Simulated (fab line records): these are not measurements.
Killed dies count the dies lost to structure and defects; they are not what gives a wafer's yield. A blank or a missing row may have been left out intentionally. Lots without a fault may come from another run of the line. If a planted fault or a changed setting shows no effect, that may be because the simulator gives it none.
fab line records    flow nand-harc
record: lots: 14  wafers: 42  last-day: 25
route steps=1159 shown P_BONDPAD@381 A_ZERO_WELL@412 A_SOURCE_PLATE@423 A_ONON_D1@436 END@1159
lots untouched by any fault: they come from a run of this same line in which no faults occurred
start-h: start of the lot's first displayed wafer, in hours after the record's first day    wait-h: how many hours have passed since the lot's step before this one    " as in the row above    L1.1+2: several wafers, shown together as one row    - no value, or no start given    * or withheld: withheld    < > ~ a bound
route shown NAME@n: a module of which the file shows steps, and the number in the route of the first    usual: mean and standard deviation over wafers with no fault    same: alike in all rows    chamber/n: place in a boat    sites: each site's reading    _std_site: standard deviation of those values    _edge_site: inner sites' mean taken away from outer sites' mean    radius-mm: how far each site lies from the wafer's centre    mask NAME#n: copy n    behind: tool/chamber where the wafer was last shaped    hold: reason for holding the lot/hours on hold/outcome of the hold    device: transistor that didn't switch, given as n, p or np    end of line: at the end of the route, the tests of the same wafers    a step with no rows: only its recipe    killed: dies that structure and defects cost at the first sort, which is not the same as the wafer's yield    map: dies across one wafer; x = killed, . = not, _ = none there
set.NAME: the setting the step ran with; set.NAME@STEP: the setting that earlier step ran with    model.NAME: the simulator's own value behind a step, which no gauge read
steps of the route over a sample of lots; a table a step, a row a wafer
services: from which hour (start-h, from the record's first day; less than 0 if before it) a tool's chamber was out of use, for how many hours, and why
== steps ==
step: NHARC_P_BONDPAD_THK_MEAS_20
recipe: thk-meas-gauge: xrf
usual: thk-nm: 161.5/1.7
lot.wafer  tool           chamber  start-h  wait-h  thk-nm
L208.2     film-metro-02  -        131.81   -       162.8
L208.3     "              -        "        "       161.0
L208.4     "              -        "        "       160.6
L209.1     film-metro-01  -        147.66   -       161.0
L209.3     "              -        "        "       160.7
L209.4     "              -        "        "       164.0
L211.1     film-metro-01  -        150.52   -       161.8
L211.3     "              -        "        "       161.9
L211.5     "              -        "        "       161.2
L210.1     film-metro-02  -        150.82   -       161.1
L210.3     "              -        "        "       160.2
L210.6     "              -        "        "       159.2
L212.2     film-metro-02  -        156.38   -       160.3
L212.5     "              -        "        "       162.4
L212.6     "              -        "        "       162.7
L213.1     film-metro-01  -        157.39   -       160.8
L213.4     "              -        "        "       162.5
L213.5     "              -        "        "       162.3
L219.2     film-metro-02  -        190.84   -       164.5
L219.3     "              -        "        "       161.9
L219.4     "              -        "        "       161.6
L220.3     film-metro-02  -        223.97   -       162.9
L220.4     "              -        "        "       161.6
L220.6     "              -        "        "       161.1
L222.2     film-metro-01  -        229.50   -       162.2
L222.5     "              -        "        "       159.4
L222.6     "              -        "        "       160.7
L223.3     film-metro-01  -        230.57   -       160.6
L223.4     "              -        "        "       162.5
L223.5     "              -        "        "       162.7
L225.2     film-metro-02  -        237.87   -       158.8
L225.3     "              -        "        "       163.6
L225.4     "              -        "        "       161.5
L226.1     film-metro-01  -        238.49   -       161.8
L226.2     "              -        "        "       159.3
L226.5     "              -        "        "       160.9
L230.1     film-metro-01  -        260.90   -       160.7
L230.3     "              -        "        "       160.4
L230.5     "              -        "        "       165.2
L231.2     film-metro-02  -        264.73   -       159.2
L231.3     "              -        "        "       163.1
L231.4     "              -        "        "       158.9
step: NHARC_A_ZERO_WELL_INSPECT_17
usual: raw-defect-count: 12/6.1
lot.wafer  tool               chamber  start-h  wait-h  raw-defect-count
L208.2     defect-inspect-02  -        134.96   0.3     10
L208.3     "                  -        "        "       4
L208.4     "                  -        "        "       3
L209.1     defect-inspect-01  -        150.66   0.2     5
L209.3     "                  -        "        "       18
L209.4     "                  -        "        "       10
L211.1     defect-inspect-01  -        153.55   0.2     8
L211.3     "                  -        "        "       15
L211.5     "                  -        "        "       9
L210.1     defect-inspect-01  -        153.85   0.2     9
L210.3     "                  -        "        "       9
L210.6     "                  -        "        "       3
L212.2     defect-inspect-01  -        159.42   0.1     15
L212.5     "                  -        "        "       7
L212.6     "                  -        "        "       6
L213.1     defect-inspect-02  -        160.37   0.2     5
L213.4     "                  -        "        "       7
L213.5     "                  -        "        "       10
L219.2     defect-inspect-02  -        193.86   0.1     7
L219.3     "                  -        "        "       17
L219.4     "                  -        "        "       9
L220.3     defect-inspect-02  -        227.05   0.1     22
L220.4     "                  -        "        "       20
L220.6     "                  -        "        "       22
L222.2     defect-inspect-01  -        232.84   0.3     9
L222.5     "                  -        "        "       2
L222.6     "                  -        "        "       2
L223.3     defect-inspect-01  -        233.51   0.1     17
L223.4     "                  -        "        "       12
L223.5     "                  -        "        "       15
L225.2     defect-inspect-02  -        240.87   0.1     21
L225.3     "                  -        "        "       16
L225.4     "                  -        "        "       13
L226.1     defect-inspect-02  -        241.52   0.2     18
L226.2     "                  -        "        "       12
L226.5     "                  -        "        "       8
L230.1     defect-inspect-02  -        264.08   0.2     17
L230.3     "                  -        "        "       9
L230.5     "                  -        "        "       19
L231.2     defect-inspect-02  -        268.00   0.1     8
L231.3     "                  -        "        "       7
L231.4     "                  -        "        "       2
step: NHARC_A_SOURCE_PLATE_INSPECT_08
usual: raw-defect-count: 63/30
lot.wafer  tool               chamber  start-h  wait-h  raw-defect-count
L208.2     defect-inspect-02  -        156.69   0.0     58
L208.3     "                  -        "        "       67
L208.4     "                  -        "        "       53
L211.1     defect-inspect-02  -        171.20   0.0     40
L211.3     "                  -        "        "       41
L211.5     "                  -        "        "       40
L209.1     defect-inspect-01  -        171.20   0.0     26
L209.3     "                  -        "        "       28
L209.4     "                  -        "        "       34
L210.1     defect-inspect-01  -        175.10   0.0     34
L210.3     "                  -        "        "       55
L210.6     "                  -        "        "       33
L213.1     defect-inspect-01  -        180.59   0.0     46
L213.4     "                  -        "        "       58
L213.5     "                  -        "        "       99
L212.2     defect-inspect-01  -        180.64   0.0     73
L212.5     "                  -        "        "       173
L212.6     "                  -        "        "       85
L219.2     defect-inspect-01  -        220.80   0.0     57
L219.3     "                  -        "        "       40
L219.4     "                  -        "        "       77
L220.3     defect-inspect-01  -        249.21   0.0     86
L220.4     "                  -        "        "       127
L220.6     "                  -        "        "       118
L222.2     defect-inspect-01  -        254.49   0.0     30
L222.5     "                  -        "        "       30
L222.6     "                  -        "        "       55
L223.3     defect-inspect-02  -        254.49   0.0     40
L223.4     "                  -        "        "       68
L223.5     "                  -        "        "       82
L225.2     defect-inspect-02  -        261.10   0.0     70
L225.3     "                  -        "        "       57
L225.4     "                  -        "        "       54
L226.1     defect-inspect-01  -        261.11   0.0     56
L226.2     "                  -        "        "       46
L226.5     "                  -        "        "       41
L230.1     defect-inspect-02  -        284.64   0.0     49
L230.3     "                  -        "        "       37
L230.5     "                  -        "        "       90
L231.2     defect-inspect-02  -        288.73   0.0     89
L231.3     "                  -        "        "       57
L231.4     "                  -        "        "       101
step: NHARC_A_ONON_D1_DEP_16
recipe: target-thk-a: 10000  n2-flow-sccm: 2750  n2o-flow-sccm: 2000  nh3-flow-sccm: 500  sih4-flow-sccm: 210  temp-c: 400
lot.wafer   tool           chamber  start-h  wait-h
L208.2+3+4  pecvd-onon-03  0        168.57   0.1
L209.1+3+4  pecvd-onon-02  0        180.70   0.1
L211.1+3+5  pecvd-onon-04  0        181.01   0.4
L210.1+3+6  pecvd-onon-04  0        184.48   0.1
L213.1+4+5  pecvd-onon-03  0        192.13   0.1
L212.2+5+6  pecvd-onon-02  0        192.22   0.1
L219.2+3+4  pecvd-onon-04  0        231.35   0.1
L220.3+4+6  pecvd-onon-04  0        258.73   0.2
L222.2+5+6  pecvd-onon-02  0        263.97   0.1
L223.3+4+5  pecvd-onon-03  0        264.03   0.2
L226.1+2+5  pecvd-onon-03  0        273.32   0.1
L225.2+3+4  pecvd-onon-02  0        273.38   0.1
L230.1+3+5  pecvd-onon-03  0        294.11   0.1
L231.2+3+4  pecvd-onon-03  0        298.18   0.1
step: NHARC_A_ONON_D1_THK_MEAS_18
recipe: thk-meas-gauge: ellipsometry
usual: thk-nm: 1000/10
lot.wafer  tool           chamber  start-h  wait-h  thk-nm
L208.2     film-metro-01  -        169.02   -       988
L208.3     "              -        "        "       987
L208.4     "              -        "        "       985
L209.1     film-metro-02  -        181.23   -       1009
L209.3     "              -        "        "       1010
L209.4     "              -        "        "       1010
L211.1     film-metro-01  -        181.53   -       1012
L211.3     "              -        "        "       1013
L211.5     "              -        "        "       1013
L210.1     film-metro-01  -        184.99   -       1002
L210.3     "              -        "        "       1001
L210.6     "              -        "        "       1002
L213.1     film-metro-01  -        192.63   -       987
L213.4     "              -        "        "       987
L213.5     "              -        "        "       986
L212.2     film-metro-01  -        192.69   -       982
L212.5     "              -        "        "       981
L212.6     "              -        "        "       982
L219.2     film-metro-01  -        231.83   -       1687
L219.3     "              -        "        "       1005
L219.4     "              -        "        "       1004
L220.3     film-metro-01  -        259.15   -       989
L220.4     "              -        "        "       989
L220.6     "              -        "        "       1671
L222.2     film-metro-01  -        264.42   -       998
L222.5     "              -        "        "       999
L222.6     "              -        "        "       997
L223.3     film-metro-02  -        264.43   -       993
L223.4     "              -        "        "       993
L223.5     "              -        "        "       993
L225.2     film-metro-02  -        273.83   -       1012
L225.3     "              -        "        "       1011
L225.4     "              -        "        "       1013
L226.1     film-metro-01  -        273.83   -       985
L226.2     "              -        "        "       985
L226.5     "              -        "        "       983
L230.1     film-metro-01  -        294.61   -       1012
L230.3     "              -        "        "       1012
L230.5     "              -        "        "       1013
L231.2     film-metro-01  -        298.64   -       998
L231.3     "              -        "        "       1000
L231.4     "              -        "        "       998
step: NHARC_END_SORT_01
recipe: temp-c: 25
usual: killed-at-array: 28/11  killed-at-other: 0.7/0.88  killed-at-periphery: 3.1/2.2  killed-dies: 31/12  killed-open: 3.3/2  killed-short: 2.0/1.6
same: gross-dies: 677
lot.wafer  tool       chamber  start-h  wait-h  killed-at-array  killed-at-other  killed-at-periphery  killed-dies  killed-open  killed-short
L219.2     prober-01  0        502.72   2.8     674              0                3                    677          3            3
L219.3     prober-01  0        503.52   3.1     25               1                4                    30           1            2
L219.4     prober-01  0        504.32   3.4     23               1                4                    28           5            3
L220.3     prober-02  0        526.08   3.1     33               1                5                    39           1            6
L220.4     prober-02  0        526.88   3.4     37               0                1                    38           4            0
L220.6     prober-02  0        528.48   4.0     674              0                3                    677          6            4
L223.5     prober-02  0        547.26   3.7     11               0                3                    14           1            1
killed by level:class
L219.2 A_ONON_D1:area-dep=647 A_SLIT:chamber-film-flake=12 A_WL_FILL:chamber-film-flake=4 A_CHANNEL_HOLE_D1:chamber-film-flake=3 A_STAIRCASE:chamber-film-flake=3 P_STI:geometric-particle:short=1 P_CONTACT:geometric-particle:open=1 A_CHANNEL_FILL_D1:geometric-particle:short=1
L219.3 A_SLIT:chamber-film-flake=9 P_ZERO_WELL:chamber-film-flake=4 A_STAIRCASE:chamber-film-flake=4 A_CHANNEL_HOLE_D1:chamber-film-flake=4 A_CONTACT:chamber-film-flake=4 A_CHANNEL_FILL_D1:geometric-particle:open=1 A_CHANNEL_FILL_D1:geometric-particle:short=1 A_STAIRCASE:geometric-particle:short=1
L219.4 A_SLIT:chamber-film-flake=7 A_STAIRCASE:chamber-film-flake=5 P_ZERO_WELL:chamber-film-flake=2 A_CHANNEL_FILL_D1:chamber-film-flake=2 A_CONTACT:chamber-film-flake=2 P_CONTACT:geometric-particle:open=1 P_M2:geometric-particle:short=1 A_SOURCE_PLATE:geometric-particle:open=1
L220.3 A_SLIT:chamber-film-flake=12 A_CHANNEL_HOLE_D1:chamber-film-flake=6 A_STAIRCASE:chamber-film-flake=4 A_CONTACT:chamber-film-flake=4 P_CONTACT:geometric-particle:short=2 P_ZERO_WELL:chamber-film-flake=2 P_STI:geometric-particle:short=1 A_CHANNEL_FILL_D1:geometric-particle:short=1
L220.4 A_CHANNEL_HOLE_D1:chamber-film-flake=12 A_SLIT:chamber-film-flake=9 A_STAIRCASE:chamber-film-flake=4 A_CONTACT:chamber-film-flake=3 A_ZERO_WELL:chamber-film-flake=3 A_SGD_CUT:chamber-film-flake=2 P_M0:geometric-particle:open=1 A_CHANNEL_FILL_D1:geometric-particle:open=1
L220.6 A_ONON_D1:area-dep=633 A_CHANNEL_HOLE_D1:chamber-film-flake=15 A_SLIT:chamber-film-flake=7 A_STAIRCASE:chamber-film-flake=5 A_M1:geometric-particle:open=3 A_CONTACT:chamber-film-flake=2 A_ONON_D1:geometric-particle:short=1 A_CHANNEL_HOLE_D1:geometric-particle:short=1
L223.5 A_CONTACT:chamber-film-flake=5 A_CHANNEL_HOLE_D1:chamber-film-flake=2 P_M0:geometric-particle:open=1 A_M0:geometric-particle:short=1 P_ZERO_WELL:chamber-film-flake=1 P_M0:chamber-film-flake=1 A_ZERO_WELL:chamber-film-flake=1 A_CHANNEL_FILL_D1:chamber-film-flake=1
== services ==
tool           chamber  start-h  hours  kind
pecvd-onon-03  -        153.19   13.0   pm
pecvd-onon-04  -        237.00   13.0   pm
pecvd-onon-02  -        292.00   13.0   pm
== key ==
first-sign: step: NHARC_A_ONON_D1_THK_MEAS_18  reading: thk-nm  direction: up  sigmas: 68  usual: 1000  struck: 1679
effect: step: NHARC_END_SORT_01  reading: killed-at-array  direction: up  sigmas: 57  usual: 28  struck: 674
more-kills-born-at: NHARC_A_ONON_D1_DEP_16@pecvd-onon-04: 1280
met-at NHARC_A_ONON_D1_DEP_16
struck-lots L219,L220
struck-wafers L219.2,L220.6
later-rows-left-out L219.2,L220.6
tester-left-out L219,L220
not-acting-at NHARC_P_BONDPAD_THK_MEAS_20,NHARC_A_ZERO_WELL_INSPECT_17,NHARC_A_SOURCE_PLATE_INSPECT_08
onset-between 184.48 231.35
fault: kind: process-parameter-drift  tool: pecvd-onon-04  chamber: -  onset-h: 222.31  steps: NHARC_A_ONON_D1_DEP_16  channel: target-thk-a  offset: *  shape: step  end-h: 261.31  scope: struck-wafers-only  acts-in: *  stated: *
tester-left-out: of these lots the tester's yield and bins aren't shown, on N5 and GAA mostly nor the transistor test; their killed dies are dies lost to structure and defects alone, not to doping, threshold or leakage, so they don't give the yield
later-rows-left-out: the simulator's readings of these wafers behind a module that went badly wrong aren't trusted and aren't shown, but for the sort
